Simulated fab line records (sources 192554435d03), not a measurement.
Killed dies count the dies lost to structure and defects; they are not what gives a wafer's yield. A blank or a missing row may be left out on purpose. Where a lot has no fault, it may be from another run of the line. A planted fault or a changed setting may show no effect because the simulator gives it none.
Matching of chambers + flow n5_finfet + 4 sister chambers for N5_BEOL_M12_TRENCH_ETCH_34 on rie_diel-02
The step etches SiOC in C4F8/O2/Ar, target depth 318.95 nm, time 125.5 s. 4 wafers are shown with their chamber, then 7 later ones without.

== WAFERS PAIRED WITH THEIR CHAMBERS ==
| wafer  | chamber | drypump_motor_current_A (A) |
|--------|---------|-----------------------------|
| L076.4 | 1       | 4.8                         |
| L088.4 | 3       | 5.8                         |
| L091.1 | 2       | 5.7                         |
| L091.4 | 0       | 5.5                         |

== WAFERS MISSING THEIR CHAMBER ==
| wafer  | drypump_motor_current_A (A) |
|--------|-----------------------------|
| L091.5 | 5.6                         |
| L090.3 | 4.8                         |
| L090.5 | 4.8                         |
| L090.6 | 5.5                         |
| L096.1 | 5.6                         |
| L096.5 | 5.6                         |
| L096.6 | 4.9                         |

== THE CHAMBER EACH PASSED THROUGH ==
| wafer  | from the rows above          | in truth |
|--------|------------------------------|----------|
| L091.5 | can't be placed: 0 or 2 or 3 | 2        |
| L090.3 | 1                            | 1        |
| L090.5 | 1                            | 1        |
| L090.6 | 0                            | 0        |
| L096.1 | can't be placed: 0 or 2 or 3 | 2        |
| L096.5 | can't be placed: 0 or 2 or 3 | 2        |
| L096.6 | 1                            | 1        |
Correct placement for 4 of the 7. Cannot be placed on the basis of these rows: 3; the candidates contain the true chamber in 3. Wrongly placed: 0.
How it was worked out, from the rows above alone: a wafer's distance from a chamber is the root of the sum, over the readings, of the square of ((its reading less the chamber's mean) divided by the reading's scatter). The wafer belongs to the nearest chamber; if the next one is less than 2 further off, it can't be placed. The mean given for a chamber averages the wafers shown for that chamber. The scatter: root of mean squared gap, hidden wafer to nearest shown wafer, with one shown wafer a chamber.
